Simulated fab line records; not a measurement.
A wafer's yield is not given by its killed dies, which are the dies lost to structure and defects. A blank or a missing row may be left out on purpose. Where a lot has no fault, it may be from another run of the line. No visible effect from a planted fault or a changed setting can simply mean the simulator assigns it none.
Matching of chambers / flow nand-harc / 4 sister chambers for NHARC_A_CHANNEL_HOLE_D1_DESCUM_15 on rie-diel-13
The step chemistry O2, time 3 s. 14 wafers are shown with their chamber, then 7 later ones without.

## WAFERS, EACH WITH ITS CHAMBER
wafer=L077.1; chamber=2; drypump-motor-current-A (A)=5.8; throttle-valve-pct (%)=11.299; oes-product-au (a.u.)=0.995
wafer=L077.2; chamber=3; drypump-motor-current-A (A)=5.7; throttle-valve-pct (%)=11.315; oes-product-au (a.u.)=0.993
wafer=L077.3; chamber=1; drypump-motor-current-A (A)=5.6; throttle-valve-pct (%)=11.317; oes-product-au (a.u.)=1.003
wafer=L077.4; chamber=3; drypump-motor-current-A (A)=5.7; throttle-valve-pct (%)=11.306; oes-product-au (a.u.)=1.000
wafer=L077.5; chamber=1; drypump-motor-current-A (A)=5.6; throttle-valve-pct (%)=11.322; oes-product-au (a.u.)=0.997
wafer=L077.6; chamber=2; drypump-motor-current-A (A)=5.8; throttle-valve-pct (%)=11.298; oes-product-au (a.u.)=0.998
wafer=L078.2; chamber=1; drypump-motor-current-A (A)=5.6; throttle-valve-pct (%)=11.311; oes-product-au (a.u.)=1.008
wafer=L078.4; chamber=2; drypump-motor-current-A (A)=5.8; throttle-valve-pct (%)=11.313; oes-product-au (a.u.)=0.989
wafer=L078.6; chamber=3; drypump-motor-current-A (A)=5.6; throttle-valve-pct (%)=11.305; oes-product-au (a.u.)=0.980
wafer=L081.1; chamber=1; drypump-motor-current-A (A)=5.6; throttle-valve-pct (%)=11.303; oes-product-au (a.u.)=1.013
wafer=L081.3; chamber=0; drypump-motor-current-A (A)=6.0; throttle-valve-pct (%)=11.293; oes-product-au (a.u.)=1.001
wafer=L081.6; chamber=0; drypump-motor-current-A (A)=6.0; throttle-valve-pct (%)=11.307; oes-product-au (a.u.)=0.995
wafer=L091.2; chamber=2; drypump-motor-current-A (A)=5.7; throttle-valve-pct (%)=11.299; oes-product-au (a.u.)=0.990
wafer=L091.4; chamber=1; drypump-motor-current-A (A)=5.6; throttle-valve-pct (%)=11.330; oes-product-au (a.u.)=0.996

SIGNATURES, as means of the wafers listed above
reading=drypump-motor-current-A; chamber 0=6.000; chamber 1=5.600; chamber 2=5.775; chamber 3=5.667; scatter within a chamber=0.0376
reading=throttle-valve-pct; chamber 0=11.30000; chamber 1=11.31660; chamber 2=11.30225; chamber 3=11.30867; scatter within a chamber=0.00859
reading=oes-product-au; chamber 0=0.99800; chamber 1=1.00340; chamber 2=0.99300; chamber 3=0.99100; scatter within a chamber=0.00698
Rule: distance of a wafer from a chamber = root of the sum over the readings of ((wafer's reading minus chamber's mean) / reading's scatter) squared. The wafer belongs to the nearest chamber; if the next one is less than 2 further off, it can't be placed. How the scatter is found: for the shown wafers, subtract from each reading the mean of its chamber, square and add these, divide the total by (wafers less chambers), then take the root.

## WAFERS WITHOUT THEIR CHAMBER
wafer=L091.6; drypump-motor-current-A (A)=6.0; throttle-valve-pct (%)=11.325; oes-product-au (a.u.)=0.991
wafer=L092.2; drypump-motor-current-A (A)=5.6; throttle-valve-pct (%)=11.285; oes-product-au (a.u.)=0.981
wafer=L092.3; drypump-motor-current-A (A)=5.8; throttle-valve-pct (%)=11.304; oes-product-au (a.u.)=1.005
wafer=L092.6; drypump-motor-current-A (A)=5.6; throttle-valve-pct (%)=11.301; oes-product-au (a.u.)=0.979
wafer=L097.3; drypump-motor-current-A (A)=5.7; throttle-valve-pct (%)=11.302; oes-product-au (a.u.)=0.982
wafer=L097.4; drypump-motor-current-A (A)=5.9; throttle-valve-pct (%)=11.328; oes-product-au (a.u.)=0.993
wafer=L097.6; drypump-motor-current-A (A)=5.7; throttle-valve-pct (%)=11.324; oes-product-au (a.u.)=0.976

## WHICH CHAMBER EACH WENT THROUGH
wafer=L091.6; from the rows above=0; in truth=0
wafer=L092.2; from the rows above=can't be placed: 3 or 1 or 2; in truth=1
wafer=L092.3; from the rows above=2; in truth=2
wafer=L092.6; from the rows above=can't be placed: 3 or 1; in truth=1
wafer=L097.3; from the rows above=can't be placed: 3 or 2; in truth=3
wafer=L097.4; from the rows above=can't be placed: 0 or 2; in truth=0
wafer=L097.6; from the rows above=can't be placed: 3 or 2 or 1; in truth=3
Correct placement for 2 of the 7. From these rows, 5 cannot be placed; in 5 the true chamber is one of the candidates. Number placed wrongly: 0.
